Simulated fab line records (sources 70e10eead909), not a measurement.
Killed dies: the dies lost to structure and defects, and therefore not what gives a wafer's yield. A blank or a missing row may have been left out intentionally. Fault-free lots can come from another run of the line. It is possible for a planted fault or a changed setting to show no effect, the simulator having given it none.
2 desks, one fault	flow nand harc	what lay behind the numbers comes last; until then each desk has only its own

== TOOL OWNER'S DESK, litho track-06 ==
The tool's own readings at NHARC_A_M1_PEB_07 (peb time 65 s): means of the sampled wafers that have a number, for each lot that ran on this tool. If a lot's mean is further than 4 standard deviations from the usual mean, the lot is out of limits and carries the mark OUT (the distance appears in the brackets).
Columns: A = heater power total W at NHARC_A_M1_PEB_07, usual 156.6 W
lot	first seen here	A
L234	day 24 06:01	156.5
L238	day 26 21:10	156.7
L239	day 27 03:13	156.4
L242	day 27 22:23	156.5
L250	day 31 06:55	373.4 (+99 or more) OUT
L251	day 31 20:37	372.9 (+99 or more) OUT
This desk's finding: out of limits on L250, L251; first on L250, day 31 06:55 (heater power total W at NHARC_A_M1_PEB_07). L234, L238, L239, L242: within limits.

== FROM THE METROLOGY DESK ==
What the gauges read for every lot (on any tool): the sampled wafers with a number, averaged. If a lot's mean is further than 4 standard deviations from the usual mean, the lot is out of limits and carries the mark OUT (the distance appears in the brackets).
Columns: A = cd nm at NHARC_A_M1_CD_MEAS_09, usual 120.1 nm
lot	first seen here	A
L230	day 22 18:35	120.5
L233	day 23 16:56	119.6
L234	day 24 06:05	120.1
L235	day 25 16:35	120.0
L236	day 25 17:12	120.5
L238	day 26 21:14	119.7
L239	day 27 03:18	120.9
L240	day 27 04:17	120.1
L242	day 27 22:27	119.8
L249	day 30 02:35	120.5
L250	day 31 07:00	45.6 (-99 or more) OUT
L251	day 31 20:41	52.5 (-99 or more) OUT
L252	day 32 00:43	120.7
L253	day 32 03:51	119.9
This desk's finding: out of limits on L250, L251; first on L250, day 31 07:00 (cd nm at NHARC_A_M1_CD_MEAS_09). L230, L233, L234, L235, L236, L238, L239, L240, L242, L249, L252, L253: within limits.

== TAKEN TOGETHER ==
At day 31 06:55, on L250, L251, the tool owner's desk was in a position to raise an alarm.
L250, L251 would have let the metrology desk raise an alarm at day 31 07:00.
The lots listed all ran NHARC_A_M1_PEB_07 on litho track-06.

== WHAT THE SIMULATOR PUT IN ==
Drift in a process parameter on litho track-06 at NHARC_A_M1_PEB_07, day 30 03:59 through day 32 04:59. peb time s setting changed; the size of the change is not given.
Shown lots that were struck: L250, L251.
Delay (hours) between the fault's onset and each desk's first out-of-limits reading: 27 at the tool owner's desk, 27 at the metrology desk.
